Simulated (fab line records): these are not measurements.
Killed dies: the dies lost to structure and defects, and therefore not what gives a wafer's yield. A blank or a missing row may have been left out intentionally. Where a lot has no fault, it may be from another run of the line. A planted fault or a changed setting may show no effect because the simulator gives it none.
fab line records	flow n5_finfet
record lots=9	wafers=27	last_day=19
route steps=1938 shown BEOL_M1@823 BEOL_M2@846 BEOL_M4@1111
lots with no fault: from the same line, run without faults
start_h: the number of hours between the record's first day and the start of the first shown wafer of the lot	wait_h: time in hours since the lot's previous step	" identical to the entry in the row above	L1.1+2: a single row standing in for several wafers	- no value, or no start was given	* or withheld: withheld	< > ~ a bound
route shown NAME@n: a module of which the file shows steps, and the number in the route of the first	usual: mean and standard deviation over wafers with no fault	same: alike in all rows	chamber/n: place in a boat	sites: readings site by site	_std_site: how widely they spread, as a standard deviation	_edge_site: mean of outer sites minus mean of inner sites	radius_mm: for every site, how far away it sits from the centre of the wafer	mask NAME#n: copy n	behind: tool/chamber where the wafer was last shaped	hold: what put the lot on hold/how long, in hours/how the hold closed	device: the n, p or np transistor that did not switch	end of line: the tests these same wafers got at the end of their route	a step with no rows: only its recipe	killed: not the wafer's yield, but the dies lost to structure and defects at the first sort	map: dies across one wafer; x = killed, . = not, _ = none there
set.NAME: the run value of the setting; set.NAME@STEP: its run value at that earlier step	model.NAME: the simulator's own value behind a step, which no gauge read
the route's steps for a sample of lots (tables are steps, rows are wafers)
services: a tool's chamber out of use, with start hour (start_h, from the record's first day; less than 0 if before it), hours out, and reason
## steps
# step N5_BEOL_M1_ANNEAL_89
# recipe temp_c=400	time_s=240	ambient=vacuum
# usual heater_power_w=816/78
lot.wafer	tool	chamber	start_h	wait_h	heater_power_w
L688.2	pvd_sputter-03	-	149.64	0.0	865
L688.5	"	-	"	"	749
L688.6	"	-	"	"	736
L690.1	pvd_sputter-01	-	172.75	0.0	800
L690.2	"	-	"	"	715
L690.6	"	-	"	"	808
L692.1	pvd_sputter-01	-	178.94	0.0	800
L692.2	"	-	"	"	806
L692.6	"	-	"	"	765
L693.1	pvd_sputter-01	-	193.90	0.0	783
L693.3	"	-	"	"	720
L693.5	"	-	"	"	808
L703.3	pvd_sputter-02	-	240.95	0.0	979
L703.5	"	-	"	"	881
L703.6	"	-	"	"	797
L704.1	pvd_sputter-02	-	243.87	0.0	954
L704.2	"	-	"	"	752
L704.4	"	-	"	"	890
L705.2	pvd_sputter-01	-	253.51	0.0	737
L705.5	"	-	"	"	807
L705.6	"	-	"	"	914
L706.1	pvd_sputter-01	-	260.28	0.0	790
L706.2	"	-	"	"	733
L706.3	"	-	"	"	795
L707.2	pvd_sputter-02	-	262.63	0.0	826
L707.4	"	-	"	"	879
L707.6	"	-	"	"	736
# step N5_BEOL_M1_PRE_CLEAN_60
# recipe gas=NH3/H2	time_s=15	temp_c=*	rf_power_w=300
# usual heater_power_w=85/22
lot.wafer	tool	chamber	start_h	wait_h	heater_power_w
L688.2	cvd_co-02	2	151.26	0.0	55
L688.5	"	0	"	"	90
L688.6	"	2	"	"	54
L690.1	cvd_co-02	0	175.28	0.6	87
L690.2	"	1	"	"	99
L690.6	"	0	"	"	88
L692.1	cvd_co-01	0	180.57	0.0	61
L692.2	"	2	"	"	124
L692.6	"	0	"	"	60
L693.1	cvd_co-02	1	195.66	0.0	95
L693.3	"	2	"	"	54
L693.5	"	1	"	"	95
L703.3	cvd_co-01	2	242.58	0.0	124
L703.5	"	1	"	"	92
L703.6	"	0	"	"	60
L704.1	cvd_co-01	1	245.49	0.0	92
L704.2	"	2	"	"	125
L704.4	"	1	"	"	94
L705.2	cvd_co-02	0	255.15	0.0	89
L705.5	"	2	"	"	56
L705.6	"	1	"	"	97
L706.1	cvd_co-02	0	261.90	0.0	90
L706.2	"	1	"	"	97
L706.3	"	2	"	"	59
L707.2	cvd_co-02	0	264.26	0.0	88
L707.4	"	2	"	"	56
L707.6	"	1	"	"	98
# step N5_BEOL_M2_COAT_62
# recipe resist=SiARC	temp_c=220	time_s=60	spin_rpm=1500	resist_thk_nm=12
# usual dispense_pressure_kPa=54.7/2.3	spin_speed_rpm=1500.0/1.2
lot.wafer	tool	chamber	start_h	wait_h	dispense_pressure_kPa	spin_speed_rpm
L688.2	litho_track-03	0	152.75	-	56.0	1499.4
L688.5	"	0	"	"	56.0	1500.3
L688.6	"	0	"	"	56.0	1500.0
L690.1	litho_track-03	0	177.04	-	56.0	1257.8
L690.2	"	0	"	"	56.0	1258.5
L690.6	"	0	"	"	56.0	1258.7
L692.1	litho_track-03	0	181.91	-	56.0	1258.7
L692.2	"	0	"	"	56.0	1259.0
L692.6	"	0	"	"	56.0	1257.6
L693.1	litho_track-02	0	196.31	-	49.1	1501.6
L693.3	"	0	"	"	49.1	1500.1
L693.5	"	0	"	"	49.1	1499.0
L703.3	litho_track-03	0	245.14	-	56.0	1500.0
L703.5	"	0	"	"	56.0	1499.1
L703.6	"	0	"	"	56.0	1499.7
L704.1	litho_track-01	0	248.16	-	53.6	1500.2
L704.2	"	0	"	"	53.6	1501.2
L704.4	"	0	"	"	53.6	1500.8
L705.2	litho_track-03	0	255.73	-	56.0	1499.8
L705.5	"	0	"	"	56.0	1500.4
L705.6	"	0	"	"	56.0	1498.9
L706.1	litho_track-03	0	263.45	-	56.0	1501.7
L706.2	"	0	"	"	56.0	1501.3
L706.3	"	0	"	"	56.1	1500.1
L707.2	litho_track-02	0	266.26	-	49.0	1500.2
L707.4	"	0	"	"	49.0	1501.3
L707.6	"	0	"	"	49.0	1498.2
# step N5_BEOL_M2_DESCUM_16
# recipe chemistry=O2	time_s=7	source_power_w=50	bias_power_w=20	pressure_mtorr=20	rf_frequency_hz=2.712e+07	temp_c=40	resist=CAR-EUV	o2_flow_sccm=225
# usual drypump_motor_current_A=5.9/0.37	oes_product_au=0.80/0.088	rf_vpp_V=243.5/2	showerhead_plenum_p_Torr=2.11/0.11	throttle_valve_pct=20.35/0.14
lot.wafer	tool	chamber	start_h	wait_h	drypump_motor_current_A	oes_product_au	rf_hours_counter_h	rf_vpp_V	showerhead_plenum_p_Torr	throttle_valve_pct
L688.2	rie_diel-02	2	153.28	0.0	6.4	0.67	236	242.1	2.06	20.56
L688.5	"	1	"	"	5.5	0.82	-	246.2	2.20	20.31
L688.6	"	2	"	"	6.3	0.66	-	242.9	2.06	20.56
L690.1	rie_diel-05	2	177.59	0.0	5.8	0.91	12	244.5	2.23	20.28
L690.2	"	0	"	"	5.5	0.76	164	242.9	2.17	20.23
L690.6	"	0	"	"	5.6	0.76	-	244.2	2.17	20.23
L692.1	rie_diel-04	3	182.61	0.1	6.0	0.72	201	242.1	2.08	20.35
L692.2	"	2	"	"	6.1	0.87	57	242.3	2.03	20.51
L692.6	"	3	"	"	6.0	0.73	-	243.7	2.08	20.35
L693.1	rie_diel-04	3	196.82	0.0	6.0	0.73	205	241.1	2.07	20.36
L693.3	"	0	"	"	6.4	0.88	50	245.9	2.23	20.23
L693.5	"	2	"	"	6.1	0.85	-	242.9	2.03	20.51
L703.3	rie_diel-04	1	245.87	0.3	6.1	0.70	238	240.0	1.97	20.28
L703.5	"	1	"	"	6.1	0.71	-	241.7	1.97	20.26
L703.6	"	2	"	"	6.1	0.83	-	241.7	2.02	20.53
L704.1	rie_diel-05	3	248.56	0.0	6.3	0.97	2	243.8	2.15	20.29
L704.2	"	1	"	"	5.4	0.74	161	240.0	1.91	20.55
L704.4	"	0	"	"	5.6	0.74	188	243.7	2.16	20.28
L705.2	rie_diel-05	2	256.12	0.0	5.8	0.86	39	246.1	2.22	20.32
L705.5	"	0	"	"	5.5	0.74	-	244.6	2.16	20.26
L705.6	"	1	"	"	5.4	0.74	-	239.5	1.91	20.56
L706.1	rie_diel-05	1	263.96	0.0	5.4	0.73	166	239.8	1.91	20.55
L706.2	"	0	"	"	5.5	0.73	192	245.1	2.16	20.27
L706.3	"	3	"	"	6.3	0.94	6	245.4	2.15	20.29
L707.2	rie_diel-05	0	266.83	0.1	5.5	0.73	193	245.7	2.16	20.29
L707.4	"	3	"	"	6.3	0.95	8	242.2	2.15	20.29
L707.6	"	1	"	"	5.4	0.73	-	239.3	1.91	20.54
# step N5_BEOL_M2_ETCH_63
# recipe chemistry=CF4	target=SiARC	target_depth_a=156	mask_material=CAR-EUV	time_s=26	ion_energy_ev=80	pressure_mtorr=40	source_w=545	bias_w=36	Ar_flow_sccm=100	cf4_flow_sccm=100	ends=cleared
# usual drypump_motor_current_A=5.8/0.37	etch_rf_on_time_s=25.9/0.32	oes_product_au=0.69/0.075	rf_vpp_V=184.4/1.4	showerhead_plenum_p_Torr=2.17/0.1	throttle_valve_pct=15.55/0.17
lot.wafer	tool	chamber	start_h	wait_h	drypump_motor_current_A	etch_rf_on_time_s	oes_product_au	rf_hours_counter_h	rf_vpp_V	showerhead_plenum_p_Torr	throttle_valve_pct
L688.2	rie_diel-02	2	153.33	0.0	6.4	26.1	0.58	236	183.9	2.11	15.80
L688.5	"	1	"	"	5.5	26.1	0.70	-	185.2	2.26	15.55
L688.6	"	2	"	"	6.4	26.2	0.57	-	184.6	2.11	15.80
L690.1	rie_diel-05	2	177.64	0.0	5.8	28.0	0.79	12	186.5	2.28	15.45
L690.2	"	0	"	"	5.5	28.2	0.65	164	186.4	2.22	15.45
L690.6	"	0	"	"	5.5	28.1	0.64	-	183.4	2.22	15.46
L692.1	rie_diel-04	3	182.66	0.0	6.0	27.9	0.63	201	185.2	2.12	15.55
L692.2	"	2	"	"	6.1	28.2	0.74	57	183.5	2.09	15.74
L692.6	"	3	"	"	6.0	27.8	0.63	-	184.5	2.12	15.54
L693.1	rie_diel-04	3	196.88	0.0	6.0	25.5	0.62	205	184.8	2.11	15.56
L693.3	"	0	"	"	6.4	25.7	0.76	50	184.6	2.27	15.36
L693.5	"	2	"	"	6.1	26.0	0.73	-	183.9	2.09	15.73
L703.3	rie_diel-04	1	245.92	0.0	6.1	26.2	0.60	238	182.0	2.03	15.58
L703.5	"	1	"	"	6.1	26.3	0.60	-	182.4	2.03	15.57
L703.6	"	2	"	"	6.1	25.7	0.71	-	182.3	2.09	15.79
L704.1	rie_diel-05	3	248.61	0.0	6.3	25.5	0.83	2	184.1	2.19	15.37
L704.2	"	1	"	"	5.4	26.1	0.63	161	184.2	1.98	15.82
L704.4	"	0	"	"	5.6	25.8	0.64	188	183.3	2.21	15.50
L705.2	rie_diel-05	2	256.17	0.0	5.8	25.7	0.74	39	186.3	2.27	15.46
L705.5	"	0	"	"	5.5	26.0	0.63	-	184.8	2.21	15.50
L705.6	"	1	"	"	5.4	25.9	0.63	-	182.9	1.98	15.82
L706.1	rie_diel-05	1	264.01	0.0	5.4	26.2	0.62	166	183.4	1.98	15.84
L706.2	"	0	"	"	5.5	25.9	0.63	192	184.6	2.21	15.50
L706.3	"	3	"	"	6.3	25.7	0.82	6	185.7	2.19	15.39
L707.2	rie_diel-05	0	266.88	0.0	5.5	26.1	0.63	193	184.3	2.20	15.50
L707.4	"	3	"	"	6.3	25.7	0.81	8	185.4	2.19	15.38
L707.6	"	1	"	"	5.4	26.4	0.63	-	181.6	1.98	15.82
# step N5_BEOL_M4_RC_MEAS_101
# usual DIBL_N=35.9/1.3	DIBL_P=35.9/1.5	IOFF_N=0.152/0.023	IOFF_P=0.204/0.027	ION_N=673/9.2	ION_P=462/6.7	SS_N=71.4/0.48	SS_P=73.2/0.55	VT_N=250.3/2.6	VT_P=-250.6/3
lot.wafer	tool	chamber	start_h	wait_h	DIBL_N[mV/V]	DIBL_P[mV/V]	IOFF_N[nA/um]	IOFF_P[nA/um]	ION_N[uA/um]	ION_P[uA/um]	SS_N[mV/dec]	SS_P[mV/dec]	VT_N[mV]	VT_P[mV]
L688.2	prober-01	0	213.20	0.2	36.6	36.6	0.135	0.175	670	456	71.2	72.8	253.0	-253.4
L688.5	"	0	"	"	35.3	34.7	0.122	0.159	676	453	70.6	72.6	253.1	-254.0
L688.6	"	0	"	"	37.3	38.1	0.162	0.214	685	469	71.8	73.6	251.9	-250.3
L690.1	prober-02	0	230.87	0.0	36.6	35.2	0.144	0.217	665	462	71.6	73.5	252.7	-248.6
L690.2	"	0	"	"	37.2	36.9	0.167	0.244	671	464	72.1	74.2	248.3	-249.5
L690.6	"	0	"	"	36.1	34.5	0.141	0.198	659	449	71.9	72.5	253.3	-251.8
L692.1	prober-01	0	238.39	0.0	36.2	35.5	0.162	0.209	687	467	71.6	73.1	246.1	-248.9
L692.2	"	0	"	"	37.4	37.4	0.183	0.233	680	468	71.8	74.2	245.8	-249.6
L692.6	"	0	"	"	36.8	36.7	0.175	0.224	690	469	70.5	73.0	247.4	-248.3
L693.1	prober-02	0	267.07	0.0	35.7	35.5	0.134	0.188	669	455	71.1	72.7	249.5	-249.6
L693.3	"	0	"	"	35.0	35.2	0.127	0.198	665	460	70.7	72.8	251.2	-248.8
L693.5	"	0	"	"	35.9	36.2	0.143	0.209	681	461	71.7	73.8	248.9	-248.1
L704.1	prober-02	0	305.47	0.0	36.1	36.0	0.162	0.183	675	454	71.9	73.0	250.0	-253.1
L704.2	"	0	"	"	36.2	36.6	0.164	0.187	668	455	72.0	73.8	248.5	-255.2
L704.4	"	0	"	"	35.4	35.8	0.149	0.176	669	452	71.4	73.1	250.2	-256.0
L703.3	prober-01	0	305.57	0.3	36.5	36.4	0.174	0.228	688	471	71.9	72.9	246.3	-248.1
L703.5	"	0	"	"	35.8	35.8	0.162	0.218	681	469	72.0	72.9	248.6	-249.2
L703.6	"	0	"	"	36.4	36.3	0.172	0.228	677	468	71.1	72.5	245.5	-247.2
L705.2	prober-02	0	313.59	0.2	35.1	35.8	0.128	0.167	669	455	71.1	73.3	255.3	-254.2
L705.5	"	0	"	"	35.0	36.8	0.132	0.175	668	454	71.7	73.4	253.2	-253.3
L705.6	"	0	"	"	35.1	36.6	0.138	0.171	672	456	71.8	73.2	252.9	-257.5
L706.1	prober-01	0	331.94	0.0	41.0	40.4	0.248	0.306	686	469	72.2	74.8	245.1	-245.4
L706.2	"	0	"	"	37.6	35.8	0.157	0.216	667	459	72.2	73.7	251.9	-252.3
L706.3	"	0	"	"	38.4	36.5	0.177	0.238	669	455	71.4	74.4	249.1	-249.1
L707.2	prober-02	0	334.79	0.2	35.3	34.3	0.134	0.219	657	466	71.6	73.2	252.8	-247.0
L707.4	"	0	"	"	35.2	34.4	0.130	0.216	667	471	71.4	72.1	249.9	-247.9
L707.6	"	0	"	"	35.9	35.3	0.146	0.240	678	477	71.1	73.7	251.0	-244.7
## services
tool	chamber	start_h	hours	kind
cvd_co-01	0	131.32	4.0	repair
cvd_co-02	-	131.90	0.2	repair
litho_track-02	-	164.78	-	consumable_replace:filter
litho_track-01	-	182.59	-	consumable_replace:filter
litho_track-02	-	183.85	-	consumable_replace:filter
pvd_sputter-03	-	186.76	4.3	repair
cvd_co-02	-	191.85	0.4	repair
rie_diel-02	2	193.76	-	clean
rie_diel-02	2	193.76	-	consumable_replace:focus_ring
rie_diel-02	2	193.76	21.7	scheduled_down
rie_diel-02	2	193.76	21.7	vent_cycle
cvd_co-01	-	214.39	6.0	pm
cvd_co-01	-	221.28	1.4	repair
rie_diel-05	3	226.36	1.8	repair
rie_diel-05	3	228.48	-	clean
rie_diel-05	3	228.48	-	consumable_replace:focus_ring
rie_diel-05	3	228.48	13.1	scheduled_down
rie_diel-05	3	228.48	13.1	vent_cycle
## key
first_sign step=N5_BEOL_M2_COAT_62	reading=spin_speed_rpm	direction=down	sigmas=99+	usual=*	struck=*
effect step=N5_BEOL_M2_ETCH_63	reading=etch_rf_on_time_s	direction=up	sigmas=6.5	usual=*	struck=*
met_at N5_BEOL_M2_COAT_62
struck_lots L690,L692
not_acting_at N5_BEOL_M1_ANNEAL_89,N5_BEOL_M1_PRE_CLEAN_60,N5_BEOL_M2_DESCUM_16
onset_between 152.75 177.04
fault kind=process_parameter_drift	tool=litho_track-03	chamber=-	onset_h=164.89	steps=N5_BEOL_M2_COAT_62	channel=spin_rpm	offset=*	shape=step	end_h=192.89	acts_in=*	stated=*
